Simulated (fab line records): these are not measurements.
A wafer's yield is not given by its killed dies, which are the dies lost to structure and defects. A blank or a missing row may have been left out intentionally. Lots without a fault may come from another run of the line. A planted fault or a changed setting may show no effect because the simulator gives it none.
fab line records ; flow n5_finfet
record lots=11; wafers=33; last_day=16
route steps=1938 shown BEOL_M2@882 BEOL_M15@1789 PASSIVATION@1936
lots that met no fault: from a run of the same line without faults
start_h: hours from the record's first day to the start of the lot's first wafer shown ; wait_h: hours since the lot's step before ; " as in the row above ; L1.1+2: one row covering several wafers at once ; - no value, or no start given ; * or withheld: withheld ; < > ~ a bound
route shown NAME@n: a module of which the file shows steps, and the number in the route of the first ; usual: mean/standard deviation taken from wafers without a fault ; same: alike in all rows ; chamber/n: place in a boat ; sites: the reading at each site ; _std_site: the values' standard deviation ; _edge_site: mean of outer sites minus mean of inner sites ; radius_mm: for every site, how far away it sits from the centre of the wafer ; mask NAME#n: copy n ; behind: the tool/chamber that last shaped the wafer ; hold: why the lot went on hold/how many hours it stayed there/how the hold came to an end ; device: the transistor (n, p or np) that didn't switch ; end of line: the route-end tests of the same wafers ; step lacking rows: just its recipe ; killed: not the wafer's yield, but the dies lost to structure and defects at the first sort ; map: a wafer's dies, x killed, . not, _ none there
set.NAME: the setting the step ran with; set.NAME@STEP: the setting that earlier step ran with ; model.NAME: the simulator's own value behind a step, which no gauge read
route steps across a sampled set of lots; one table per step, one row per wafer
services: the hour from which a tool's chamber was out of use, counted from the record's first day as start_h (under 0 if before that day), plus the number of hours and why
## steps
# step N5_BEOL_M2_ALD_98
# recipe material=SiO2; target_thk_a=25; temp_c=100; ald_precursor_family=BDEAS; ald_co_reactant=O2-plasma; pulse_time_s=1; co_reactant_pulse_time_s=1; purge_time_s=2; co_reactant_purge_time_s=2; ald_cycles=17; pressure_torr=2
# usual heater_power_w=79/10; precursor_pulse_height_rel=1.001/0.02
# same pulse_time_s=1
lot.wafer;tool;chamber;start_h;wait_h;heater_power_w;precursor_pulse_height_rel
L808.1;ald_sin-02;2;140.86;0.4;89;1.000
L808.2;ald_sin-02;3;140.86;0.4;92;0.987
L808.3;ald_sin-02;0;140.86;0.4;67;0.991
L810.1;ald_sin-01;2;145.87;0.1;75;0.975
L810.5;ald_sin-01;2;145.87;0.1;74;0.996
L810.6;ald_sin-01;3;145.87;0.1;70;1.039
L812.2;ald_sin-03;2;154.96;0.7;85;0.996
L812.5;ald_sin-03;0;154.96;0.7;69;0.994
L812.6;ald_sin-03;1;154.96;0.7;65;1.028
L813.3;ald_sin-02;0;167.32;0.1;67;1.020
L813.4;ald_sin-02;1;167.32;0.1;80;1.025
L813.6;ald_sin-02;2;167.32;0.1;93;0.993
L815.1;ald_sin-01;1;184.77;1.3;85;0.965
L815.3;ald_sin-01;0;184.77;1.3;69;0.973
L815.6;ald_sin-01;2;184.77;1.3;76;0.952
L816.1;ald_sin-01;0;184.87;1.1;70;1.012
L816.2;ald_sin-01;2;184.87;1.1;74;1.027
L816.6;ald_sin-01;0;184.87;1.1;71;1.015
L818.1;ald_sin-01;0;202.93;0.1;68;0.996
L818.2;ald_sin-01;2;202.93;0.1;76;1.059
L818.5;ald_sin-01;3;202.93;0.1;73;0.986
L819.1;ald_sin-01;0;210.56;0.2;69;0.993
L819.2;ald_sin-01;2;210.56;0.2;75;1.001
L819.6;ald_sin-01;3;210.56;0.2;73;1.033
L820.1;ald_sin-01;0;210.75;0.2;70;0.992
L820.4;ald_sin-01;3;210.75;0.2;73;1.011
L820.5;ald_sin-01;2;210.75;0.2;75;0.997
L822.1;ald_sin-01;2;217.41;0.1;75;1.011
L822.2;ald_sin-01;1;217.41;0.1;84;0.963
L822.5;ald_sin-01;0;217.41;0.1;72;0.969
L821.1;ald_sin-01;1;217.57;0.1;83;1.011
L821.5;ald_sin-01;3;217.57;0.1;72;0.990
L821.6;ald_sin-01;2;217.57;0.1;75;1.023
# step N5_BEOL_M15_STRIP_63
# recipe chemistry=O2; power_w=600; temp_c=60; pressure_mtorr=30; rf_frequency_hz=6e+07; bias_power_w=0; overash_fraction=0.3; o2_flow_sccm=225
# usual drypump_motor_current_A=5.48/0.26; oes_product_au=0.80/0.1; rf_vpp_V=3.6/0.76; showerhead_plenum_p_Torr=2.06/0.078; throttle_valve_pct=16.64/0.29
# same overash_fraction=0.3
lot.wafer;tool;chamber;start_h;wait_h;drypump_motor_current_A;oes_product_au;rf_hours_counter_h;rf_vpp_V;showerhead_plenum_p_Torr;throttle_valve_pct
L808.1;rie_diel-06;2;-;-;5.91;0.77;127;3.3;2.19;16.43
L808.2;rie_diel-06;1;-;-;5.98;0.86;55;5.3;2.13;16.39
L808.3;rie_diel-06;3;-;-;5.05;0.71;237;3.8;1.98;16.75
L810.1;rie_diel-03;0;-;-;5.54;0.70;232;3.5;2.07;16.64
L810.5;rie_diel-03;0;-;-;5.55;0.70;-;2.7;2.07;16.63
L810.6;rie_diel-03;1;-;-;5.21;0.75;-;6.1;1.92;16.46
L813.3;rie_diel-03;1;-;-;5.22;0.74;170;3.8;1.92;16.47
L813.4;rie_diel-03;0;-;-;5.55;0.69;-;3.7;2.07;16.66
L813.6;rie_diel-03;2;-;-;5.32;0.72;-;3.1;2.08;17.20
L812.2;rie_diel-06;1;-;-;5.98;0.85;64;2.5;2.12;16.41
L812.5;rie_diel-06;1;-;-;5.96;0.84;-;3.5;2.13;16.41
L812.6;rie_diel-06;0;-;-;5.41;0.84;-;3.5;2.13;16.42
L816.1;rie_diel-03;3;-;-;5.70;0.93;11;4.5;2.06;16.56
L816.2;rie_diel-03;1;-;-;5.21;0.74;180;3.0;1.91;16.48
L816.6;rie_diel-03;0;-;-;5.57;0.69;-;4.1;2.06;16.65
L815.1;rie_diel-03;3;-;-;5.71;0.93;13;3.7;2.06;16.60
L815.3;rie_diel-03;1;-;-;5.21;0.74;182;2.9;1.91;16.48
L815.6;rie_diel-03;2;-;-;5.32;0.70;-;3.0;2.08;17.24
L818.1;rie_diel-01;0;-;-;5.06;0.78;113;1.8;2.11;16.89
L818.2;rie_diel-01;2;-;-;5.68;0.99;2;3.8;2.06;16.44
L818.5;rie_diel-01;0;-;-;5.07;0.78;-;4.7;2.11;16.89
L820.1;rie_diel-01;0;-;-;5.08;0.78;115;2.5;2.11;16.88
L820.4;rie_diel-01;0;-;-;5.07;0.78;-;3.9;2.11;16.88
L820.5;rie_diel-01;3;-;-;5.64;0.73;-;3.1;2.00;16.43
L819.1;rie_diel-01;2;-;-;5.70;0.95;8;3.6;2.06;16.49
L819.2;rie_diel-01;1;-;-;5.61;1.00;1;3.4;2.15;16.38
L819.6;rie_diel-01;1;-;-;5.57;0.99;-;3.7;2.15;16.39
L822.1;rie_diel-01;1;-;-;5.59;0.97;5;4.3;2.14;16.40
L822.2;rie_diel-01;2;-;-;5.69;0.94;12;3.6;2.06;16.45
L822.5;rie_diel-01;1;-;-;5.59;0.98;-;3.5;2.15;16.40
L821.1;rie_diel-03;1;-;-;5.24;0.72;197;1.9;1.91;16.53
L821.5;rie_diel-03;2;-;-;5.28;0.70;-;3.2;2.07;17.25
L821.6;rie_diel-03;1;-;-;5.24;0.73;-;4.7;1.91;16.51
# step N5_BEOL_M15_CD_MEAS_28
# recipe target_cd_nm=407.6; landing_energy_ev=500; detector=se_inlens
# usual cd_nm=406.5/1.1
lot.wafer;tool;chamber;start_h;wait_h;cd_nm
L808.1;cd_sem-02;0;267.56;-;407.4
L808.2;cd_sem-02;0;267.56;-;408.4
L808.3;cd_sem-02;0;267.56;-;408.9
L810.1;cd_sem-03;0;278.75;-;405.0
L810.5;cd_sem-03;0;278.75;-;405.4
L810.6;cd_sem-03;0;278.75;-;405.8
L813.3;cd_sem-02;0;290.68;-;406.2
L813.4;cd_sem-02;0;290.68;-;405.6
L813.6;cd_sem-02;0;290.68;-;405.8
L812.2;cd_sem-01;0;306.31;-;406.1
L812.5;cd_sem-01;0;306.31;-;406.9
L812.6;cd_sem-01;0;306.31;-;406.6
L816.1;cd_sem-01;0;325.75;-;407.5
L816.2;cd_sem-01;0;325.75;-;407.9
L816.6;cd_sem-01;0;325.75;-;408.0
L815.1;cd_sem-02;0;334.99;-;408.0
L815.3;cd_sem-02;0;334.99;-;408.0
L815.6;cd_sem-02;0;334.99;-;407.4
L818.1;cd_sem-03;0;336.15;-;407.1
L818.2;cd_sem-03;0;336.15;-;407.9
L818.5;cd_sem-03;0;336.15;-;407.6
L820.1;cd_sem-02;0;340.33;-;406.0
L820.4;cd_sem-02;0;340.33;-;405.4
L820.5;cd_sem-02;0;340.33;-;405.3
L819.1;cd_sem-01;0;354.27;-;407.0
L819.2;cd_sem-01;0;354.27;-;406.5
L819.6;cd_sem-01;0;354.27;-;408.7
L822.1;cd_sem-01;0;363.92;-;406.3
L822.2;cd_sem-01;0;363.92;-;406.7
L822.5;cd_sem-01;0;363.92;-;407.1
L821.1;cd_sem-03;0;371.54;-;406.1
L821.5;cd_sem-03;0;371.54;-;406.2
L821.6;cd_sem-03;0;371.54;-;405.6
# step N5_BEOL_M15_ANNEAL_48
# recipe temp_c=225; time_s=90; ambient=N2
# usual wafer_temp_C_max=226.2/0.35
# same time_s=90
lot.wafer;tool;chamber;start_h;wait_h;wafer_temp_C_max
L808.1;rtp_anneal-02;0;270.39;0.2;226.2
L808.2;rtp_anneal-02;0;270.39;0.2;225.9
L808.3;rtp_anneal-02;0;270.39;0.2;226.0
L810.1;rtp_anneal-01;0;282.74;0.2;226.2
L810.5;rtp_anneal-01;0;282.74;0.2;225.9
L810.6;rtp_anneal-01;0;282.74;0.2;225.9
L813.3;rtp_anneal-01;0;294.01;0.3;226.0
L813.4;rtp_anneal-01;0;294.01;0.3;226.2
L813.6;rtp_anneal-01;0;294.01;0.3;226.2
L812.2;rtp_anneal-01;0;310.40;0.7;225.8
L812.5;rtp_anneal-01;0;310.40;0.7;226.0
L812.6;rtp_anneal-01;0;310.40;0.7;226.1
L816.1;rtp_anneal-02;0;330.87;3.9;226.5
L816.2;rtp_anneal-02;0;330.87;3.9;226.6
L816.6;rtp_anneal-02;0;330.87;3.9;226.6
L815.1;rtp_anneal-02;0;336.39;0.2;226.3
L815.3;rtp_anneal-02;0;336.39;0.2;226.2
L815.6;rtp_anneal-02;0;336.39;0.2;226.1
L818.1;rtp_anneal-02;0;344.21;0.2;226.4
L818.2;rtp_anneal-02;0;344.21;0.2;226.2
L818.5;rtp_anneal-02;0;344.21;0.2;226.5
L820.1;rtp_anneal-02;0;344.75;0.4;226.1
L820.4;rtp_anneal-02;0;344.75;0.4;226.5
L820.5;rtp_anneal-02;0;344.75;0.4;226.9
L819.1;rtp_anneal-01;0;359.05;0.2;226.0
L819.2;rtp_anneal-01;0;359.05;0.2;226.1
L819.6;rtp_anneal-01;0;359.05;0.2;226.0
L822.1;rtp_anneal-02;0;366.17;0.4;225.9
L822.2;rtp_anneal-02;0;366.17;0.4;226.7
L822.5;rtp_anneal-02;0;366.17;0.4;226.3
L821.1;rtp_anneal-02;0;375.41;0.9;226.7
L821.5;rtp_anneal-02;0;375.41;0.9;226.6
L821.6;rtp_anneal-02;0;375.41;0.9;226.9
# step N5_PASSIVATION_PROBE_49
# usual defect_limited_yield=91.0/1.5; killed_at_M0_to_M3=37/12; killed_at_M4_up=13/5; killed_at_contacts=13/6.1; killed_at_front_end=39/11; killed_at_other=4/3.2; killed_dies=106/17; killed_open=69/12; killed_short=35/7.9; sort_bin_5_function=5.3/1; sort_bin_6_memory=3.3/0.68; sort_n_pass=1074/17; sort_yield_pct=91.0/1.5
# same gross_dies=1180; killed_at_back_side=0; sort_bin_4_leakage[%]=0; sort_bin_8_speed[%]=0
lot.wafer;tool;chamber;start_h;wait_h;defect_limited_yield[%];killed_at_M0_to_M3;killed_at_M4_up;killed_at_contacts;killed_at_front_end;killed_at_other;killed_dies;killed_open;killed_short;sort_bin_5_function[%];sort_bin_6_memory[%];sort_n_pass;sort_yield_pct[%]
L822.1;prober-02;-;384.07;0.0;81.1;168;11;13;31;0;223;57;24;12.2;3.6;957;81.1
L822.2;prober-02;-;384.12;0.1;91.1;22;18;23;39;3;105;78;26;4.6;4.1;1075;91.1
L822.5;prober-02;-;384.27;0.2;92.5;35;11;9;34;0;89;59;29;4.3;3.1;1091;92.5
L821.1;prober-02;-;390.77;0.0;90.2;48;5;12;50;1;116;83;33;6.1;3.5;1064;90.2
L821.5;prober-02;-;390.97;0.2;91.3;48;8;9;38;0;103;72;31;4.3;4.2;1077;91.3
L821.6;prober-02;-;391.02;0.3;78.8;185;19;16;29;1;250;75;33;13.1;5.2;930;78.8
# killed by level:class
L822.1 BEOL_M2:unspecified=141 MOL_CONTACT_COAG:geometric_particle:open=11 BEOL_M2:geometric_particle:open=11 FIN_SAQP:geometric_particle:open=6 FIN_SAQP:geometric_particle:short=6 STI_FIN_REVEAL:geometric_particle:open=5 BEOL_M4:geometric_particle:open=5 GATE_CUT:geometric_particle:short=4
L822.2 MOL_CONTACT_COAG:geometric_particle:open=19 BEOL_M0_SAQP:geometric_particle:open=10 FIN_SAQP:geometric_particle:open=9 BEOL_M4:geometric_particle:open=8 FIN_SAQP:geometric_particle:short=6 BEOL_M0_SAQP:geometric_particle:short=6 STARTING-WAFER:geometric_particle:open=5 STI_FIN_REVEAL:geometric_particle:open=4
L822.5 BEOL_M0_SAQP:geometric_particle:short=9 BEOL_M0_SAQP:geometric_particle:open=9 BEOL_M3:geometric_particle:open=8 STI_FIN_REVEAL:geometric_particle:open=7 MOL_CONTACT_COAG:geometric_particle:open=6 FIN_SAQP:geometric_particle:open=5 DUMMY_GATE:geometric_particle:open=4 ILD0:geometric_particle:open=4
L821.1 BEOL_M3:geometric_particle:open=19 FIN_SAQP:geometric_particle:open=13 STI_FIN_REVEAL:geometric_particle:open=10 BEOL_M0_SAQP:geometric_particle:open=10 MOL_CONTACT_COAG:geometric_particle:open=9 BEOL_M2:geometric_particle:open=8 FIN_SAQP:geometric_particle:short=7 BEOL_M0_SAQP:geometric_particle:short=5
L821.5 BEOL_M2:geometric_particle:open=15 BEOL_M3:geometric_particle:open=15 FIN_SAQP:geometric_particle:open=11 BEOL_M0_SAQP:geometric_particle:short=9 MOL_CONTACT_COAG:geometric_particle:open=8 FIN_SAQP:geometric_particle:short=5 BEOL_M5:geometric_particle:open=5 STI_FIN_REVEAL:geometric_particle:short=4
L821.6 BEOL_M2:unspecified=142 MOL_CONTACT_COAG:geometric_particle:open=13 BEOL_M0_SAQP:geometric_particle:open=11 FIN_SAQP:geometric_particle:open=9 BEOL_M0_SAQP:geometric_particle:short=9 BEOL_M2:geometric_particle:open=8 BEOL_M4:geometric_particle:open=8 BEOL_M3:geometric_particle:open=6
## services
tool;chamber;start_h;hours;kind
rie_diel-03;0;122.22;3.0;repair
rie_diel-03;0;125.87;9.6;repair
rie_diel-01;0;135.30;1.6;repair
rie_diel-06;2;146.56;6.0;repair
rie_diel-03;2;152.31;9.3;repair
ald_sin-02;-;166.41;0.8;pm
rie_diel-03;1;174.66;6.3;repair
rie_diel-01;0;210.39;10.2;repair
ald_sin-02;1;223.34;16.5;repair
ald_sin-02;2;228.06;3.2;repair
ald_sin-01;3;230.26;6.7;repair
ald_sin-01;-;237.79;0.7;repair
rie_diel-03;2;241.27;5.7;repair
rie_diel-03;3;244.60;9.1;repair
ald_sin-01;-;248.63;0.8;repair
rie_diel-06;2;269.26;3.9;repair
ald_sin-01;-;269.36;14.0;pm
rie_diel-01;0;275.92;17.7;repair
ald_sin-02;0;306.09;15.4;repair
rtp_anneal-01;-;326.99;4.0;pm
rie_diel-03;-;339.99;0.7;repair
rie_diel-01;0;358.70;5.0;repair
rie_diel-03;0;364.52;16.1;repair
rie_diel-01;0;367.00;3.0;repair
## key
first_sign step=N5_PASSIVATION_PROBE_49; reading=killed_at_M0_to_M3; direction=up; sigmas=12; usual=37; struck=176
effect step=N5_PASSIVATION_PROBE_49; reading=defect_limited_yield; direction=down; sigmas=7.6; usual=91.0; struck=80.0
more_kills_born_at N5_BEOL_M2_ALD_98@ald_sin-01=283
met_at N5_BEOL_M2_ALD_98
struck_lots L821,L822
struck_wafers L821.6,L822.1
not_acting_at N5_BEOL_M15_STRIP_63,N5_BEOL_M15_CD_MEAS_28,N5_BEOL_M15_ANNEAL_48
fault kind=chamber_particle_source; tool=ald_sin-01; chamber=2; onset_h=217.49; steps=N5_BEOL_M2_ALD_98; rate_per_visit_cm2=1.345; end_h=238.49
